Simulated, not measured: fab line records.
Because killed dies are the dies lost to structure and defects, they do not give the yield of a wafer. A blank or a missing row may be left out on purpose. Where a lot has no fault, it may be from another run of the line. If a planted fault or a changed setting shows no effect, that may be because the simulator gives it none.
fab line records	flow n5Finfet	part 2 of 2: steps 16 to 25 of 25
record lots=5	wafers=15	lastDay=16
route steps=1938 shown MOL_CONTACT_COAG@573
lots untouched by any fault: they come from a run of this same line in which no faults occurred
startH: hours from the record's first day to the start of the lot's first wafer shown	waitH: how many hours have passed since the lot's step before this one	" identical to the entry in the row above	L1.1+2: one row covering several wafers at once	- no value, or no start given	* or withheld: withheld	< > ~ a bound
route shown NAME@n: a module of which the file shows steps, and the number in the route of the first	usual: the fault-free wafers' mean and standard deviation	same: alike in all rows	chamber/n: place in a boat	sites: the reading at each site	_std_site: standard deviation across them	_edge_site: mean of outer sites minus mean of inner sites	radiusMm: for every site, how far away it sits from the centre of the wafer	mask NAME#n: copy n	behind: the tool/chamber that last shaped the wafer	hold: why the lot was held/for how many hours/how that ended	device: whichever transistor did not switch (one of n, p or np)	end of line: at the end of the route, the tests of the same wafers	where a step has no rows: the recipe by itself	killed: count of dies lost to structure and defects at first sort (not the wafer's yield)	map: a wafer's dies, marking killed ones x, the rest . and places with no die _
set.NAME: the setting the step ran with; set.NAME@STEP: the setting that earlier step ran with	model.NAME: the simulator's own value behind a step, which no gauge read
lots at selected steps of the route; one table per step, one row per wafer
services: from which hour (startH, from the record's first day; less than 0 if before it) a tool's chamber was out of use, for how many hours, and why
## steps
# step N5_MOL_CONTACT_COAG_ETCH_47
# recipe chemistry=CH3F/O2	target=SiNx	targetDepthA=270	maskMaterial=SiO2	stopOn=W	overEtchFrac=0.2	ionEnergyEv=120	endpoint=OES-CN	pressureMtorr=30	sourceW=395	biasW=73	Ar_flow_sccm=150	CH3F_flow_sccm=30	O2_flow_sccm=20	ends=endPoint
# usual drypumpMotorCurrentA=5.6/0.5	etchRfOnTimeS=31.7/0.82	oesProductAu=0.68/0.078	rfVppV=295/6.7	showerheadPlenumPTorr=2.00/0.074	throttleValvePct=16.31/0.23
lot.wafer	tool	chamber	startH	waitH	drypumpMotorCurrentA	etchRfOnTimeS	oesProductAu	rfHoursCounterH	rfVppV	showerheadPlenumPTorr	throttleValvePct
L077.1	rieDiel-05	3	119.21	0.0	4.8	30.8	0.66	172	297	2.08	16.32
L077.2	"	1	"	"	5.4	32.7	0.64	163	290	1.98	16.41
L077.6	"	0	"	"	5.2	33.3	0.63	-	286	1.99	16.15
L086.3	rieDiel-03	1	171.25	0.0	5.4	30.6	0.80	24	294	1.97	15.91
L086.4	"	2	"	"	4.7	30.6	0.62	246	292	1.96	16.35
L086.5	"	2	"	"	4.7	31.0	0.61	-	292	1.96	16.37
L087.2	rieDiel-03	0	185.95	0.0	5.2	32.1	0.80	15	300	2.16	16.18
L087.3	"	3	"	"	6.4	30.9	0.68	133	294	1.92	16.56
L087.4	"	0	"	"	5.2	31.5	0.81	-	299	2.16	16.19
L089.1	rieDiel-03	3	191.10	0.0	6.5	31.3	0.68	134	293	1.92	16.55
L089.2	"	1	"	"	5.4	31.1	0.77	31	293	1.96	15.91
L089.4	"	1	"	"	5.4	30.7	0.78	-	294	1.96	15.91
L093.3	rieDiel-05	1	213.50	0.0	5.4	32.3	0.63	194	289	1.97	16.48
L093.4	"	0	"	"	5.2	32.7	0.62	197	286	1.98	16.21
L093.5	"	1	"	"	5.4	32.9	0.63	-	289	1.97	16.48
# step N5_MOL_CONTACT_COAG_STRIP_119
# recipe chemistry=N2/H2	timeS=30	powerW=1000	tempC=250	pressureMtorr=withheld	n2FlowSccm=1750	h2FlowSccm=3250
# usual drypumpMotorCurrentA=5.87/0.16	heaterPowerW=349/52
lot.wafer	tool	chamber	startH	waitH	drypumpMotorCurrentA	heaterPowerW	rfHoursCounterH
L077.1	plasmaAsher-02	1	119.29	0.1	5.95	401	96
L077.2	"	0	"	"	5.60	309	96
L077.6	"	0	"	"	5.61	304	-
L086.3	plasmaAsher-02	0	171.36	0.1	5.62	306	-
L086.4	"	1	"	"	5.95	403	-
L086.5	"	0	"	"	5.64	299	-
L087.2	plasmaAsher-02	1	186.03	0.1	5.96	392	109
L087.3	"	1	"	"	5.99	397	-
L087.4	"	0	"	"	5.65	307	-
L089.1	plasmaAsher-02	1	191.18	0.1	5.95	398	110
L089.2	"	0	"	"	5.62	312	110
L089.4	"	1	"	"	5.94	398	-
L093.3	plasmaAsher-02	0	213.60	0.1	5.61	313	-
L093.4	"	1	"	"	5.98	389	-
L093.5	"	1	"	"	5.96	395	-
# step N5_MOL_CONTACT_COAG_PRECLEAN_144
# recipe chemistry=alkalineClean	tempC=60	timeS=60	doPpb=50
lot.wafer	tool	chamber	startH	waitH
L077.1+2+6	wetBench-06	7,0,3	119.37	0.1
L086.3+4+5	wetBench-01	2,3,1	171.42	0.0
L087.2+3+4	wetBench-01	1,3,6	186.12	0.1
L089.1+2+4	wetBench-06	3,2,1	191.27	0.1
L093.3+4+5	wetBench-01	6,1,3	213.67	0.0
# step N5_MOL_CONTACT_COAG_SRD_145
# recipe dry=ipaMarangoni	timeS=30	tempC=23	rinseLiquid=diw
lot.wafer	tool	chamber	startH	waitH
L077.1+2+6	wetBench-06	7,0,3	119.39	0.0
L086.3+4+5	wetBench-01	2,3,1	171.44	0.0
L087.2+3+4	wetBench-01	1,3,6	186.14	0.0
L089.1+2+4	wetBench-06	3,2,1	191.29	0.0
L093.3+4+5	wetBench-01	6,1,3	213.69	0.0
# step N5_MOL_CONTACT_COAG_CD_MEAS_137
# recipe targetCdNm=16
# usual cdNm=16.0/0.41
lot.wafer	tool	chamber	startH	waitH	cdNm
L077.1	cdSem-01	-	119.43	0.0	16.1
L077.2	"	-	"	"	15.1
L077.6	"	-	"	"	16.1
L086.3	cdSem-01	-	171.49	0.0	15.7
L086.4	"	-	"	"	15.7
L086.5	"	-	"	"	15.7
L087.2	cdSem-02	-	186.19	0.0	16.2
L087.3	"	-	"	"	16.1
L087.4	"	-	"	"	16.2
L089.1	cdSem-02	-	191.33	0.0	17.0
L089.2	"	-	"	"	15.5
L089.4	"	-	"	"	16.1
L093.3	cdSem-02	-	213.74	0.0	15.7
L093.4	"	-	"	"	15.2
L093.5	"	-	"	"	16.2
# step N5_MOL_CONTACT_COAG_COAT_62
# recipe resist=SOC	tempC=250	timeS=60	spinRpm=1500	resistThkNm=60
# usual resistLineTempC=22.98/0.093	spinSpeedRpm=1500.0/1.1
lot.wafer	tool	chamber	startH	waitH	resistLineTempC	spinSpeedRpm
L077.1	lithoTrack-03	0	119.47	0.0	22.82	1501.3
L077.2	"	0	"	"	22.96	1502.3
L077.6	"	0	"	"	22.89	1500.0
L086.3	lithoTrack-05	0	171.52	0.0	23.08	1499.5
L086.4	"	0	"	"	23.05	1499.0
L086.5	"	0	"	"	22.89	1499.9
L087.2	lithoTrack-01	0	186.23	0.0	23.06	1499.5
L087.3	"	0	"	"	23.10	1500.7
L087.4	"	0	"	"	23.04	1498.7
L089.1	lithoTrack-01	0	191.36	0.0	22.78	1498.7
L089.2	"	0	"	"	22.99	1500.2
L089.4	"	0	"	"	22.86	1498.8
L093.3	lithoTrack-05	0	213.77	0.0	22.92	1499.3
L093.4	"	0	"	"	22.94	1499.9
L093.5	"	0	"	"	23.05	1501.8
# step N5_MOL_CONTACT_COAG_COAT_63
# recipe resist=SiARC	tempC=220	timeS=60	spinRpm=1500	resistThkNm=10
# usual resistLineTempC=22.98/0.1	spinSpeedRpm=1499.9/1.2
lot.wafer	tool	chamber	startH	waitH	resistLineTempC	spinSpeedRpm
L077.1	lithoTrack-03	0	-	-	23.25	1499.4
L077.2	"	0	"	"	22.98	1499.9
L077.6	"	0	"	"	23.02	1502.1
L086.3	lithoTrack-05	0	-	-	22.98	1499.4
L086.4	"	0	"	"	22.78	1499.4
L086.5	"	0	"	"	22.95	1499.1
L087.2	lithoTrack-01	0	-	-	22.82	1502.7
L087.3	"	0	"	"	22.89	1499.5
L087.4	"	0	"	"	22.85	1498.6
L089.1	lithoTrack-01	0	-	-	22.98	1499.5
L089.2	"	0	"	"	22.98	1498.6
L089.4	"	0	"	"	22.93	1498.1
L093.3	lithoTrack-05	0	-	-	23.02	1498.3
L093.4	"	0	"	"	22.95	1502.1
L093.5	"	0	"	"	22.78	1501.3
# step N5_MOL_CONTACT_COAG_COAT_64
# recipe resist=underlayer	tempC=205	timeS=60	spinRpm=1500	resistThkNm=10
# usual resistLineTempC=23.01/0.11	spinSpeedRpm=1500.0/1.2
lot.wafer	tool	chamber	startH	waitH	resistLineTempC	spinSpeedRpm
L077.1	lithoTrack-03	0	-	-	22.92	1501.2
L077.2	"	0	"	"	22.82	1500.5
L077.6	"	0	"	"	23.06	1499.1
L086.3	lithoTrack-05	0	-	-	23.04	1500.8
L086.4	"	0	"	"	23.04	1498.5
L086.5	"	0	"	"	23.19	1499.2
L087.2	lithoTrack-01	0	-	-	22.84	1499.0
L087.3	"	0	"	"	22.99	1498.0
L087.4	"	0	"	"	22.93	1499.9
L089.1	lithoTrack-01	0	-	-	23.20	1502.0
L089.2	"	0	"	"	23.20	1497.9
L089.4	"	0	"	"	22.88	1500.0
L093.3	lithoTrack-05	0	-	-	23.09	1497.9
L093.4	"	0	"	"	23.01	1500.3
L093.5	"	0	"	"	22.91	1500.1
# step N5_MOL_CONTACT_COAG_COAT_34
# recipe resist=CAR-EUV	spinRpm=1500	resistThkNm=40
# usual resistLineTempC=23.01/0.1	spinSpeedRpm=1500.0/1.4
lot.wafer	tool	chamber	startH	waitH	resistLineTempC	spinSpeedRpm
L077.1	lithoTrack-03	0	-	-	23.02	1498.8
L077.2	"	0	"	"	22.94	1499.6
L077.6	"	0	"	"	23.07	1498.3
L086.3	lithoTrack-05	0	-	-	23.15	1499.3
L086.4	"	0	"	"	23.08	1500.5
L086.5	"	0	"	"	23.10	1498.1
L087.2	lithoTrack-01	0	-	-	22.96	1501.2
L087.3	"	0	"	"	22.89	1502.3
L087.4	"	0	"	"	22.89	1503.3
L089.1	lithoTrack-01	0	-	-	23.07	1500.9
L089.2	"	0	"	"	22.97	1500.9
L089.4	"	0	"	"	22.87	1499.8
L093.3	lithoTrack-05	0	-	-	22.91	1500.5
L093.4	"	0	"	"	23.13	1498.5
L093.5	"	0	"	"	22.77	1497.7
# step N5_MOL_CONTACT_COAG_EBR_36
# recipe solvent=PGMEA	ebrWidthMm=1.5
# usual resistLineTempC=22.98/0.11
lot.wafer	tool	chamber	startH	waitH	resistLineTempC
L077.1	lithoTrack-03	0	-	-	22.86
L077.2	"	0	"	"	22.82
L077.6	"	0	"	"	22.86
L086.3	lithoTrack-05	0	-	-	23.00
L086.4	"	0	"	"	22.93
L086.5	"	0	"	"	23.08
L087.2	lithoTrack-01	0	-	-	22.92
L087.3	"	0	"	"	22.87
L087.4	"	0	"	"	23.02
L089.1	lithoTrack-01	0	-	-	22.95
L089.2	"	0	"	"	23.02
L089.4	"	0	"	"	22.93
L093.3	lithoTrack-05	0	-	-	22.76
L093.4	"	0	"	"	22.78
L093.5	"	0	"	"	22.84
## services
tool	chamber	startH	hours	kind
rieDiel-03	1	97.59	-	clean
rieDiel-03	1	97.59	-	consumableReplace:focusRing
rieDiel-03	1	97.59	16.3	scheduledDown
rieDiel-03	1	97.59	16.3	ventCycle
aldSin-04	-	98.41	0.5	repair
rieDiel-01	2	119.57	-	clean
rieDiel-01	2	119.57	-	consumableReplace:focusRing
rieDiel-01	2	119.57	-	consumableReplace:showerhead
rieDiel-01	2	119.57	18.6	scheduledDown
rieDiel-01	2	119.57	18.6	ventCycle
rieDiel-03	0	123.05	-	clean
rieDiel-03	0	123.05	-	consumableReplace:focusRing
rieDiel-03	0	123.05	-	consumableReplace:showerhead
rieDiel-03	0	123.05	20.3	scheduledDown
rieDiel-03	0	123.05	20.3	ventCycle
aldSin-03	2	128.68	2.9	repair
lithoTrack-01	-	134.04	-	consumableReplace:filter
aldSin-04	-	143.80	6.1	pm
aldSin-03	3	163.57	4.5	repair
rieDiel-03	2	183.21	-	clean
rieDiel-03	2	183.21	-	consumableReplace:focusRing
rieDiel-03	2	183.21	17.9	scheduledDown
rieDiel-03	2	183.21	17.9	ventCycle
lithoTrack-05	-	207.05	-	consumableReplace:filter
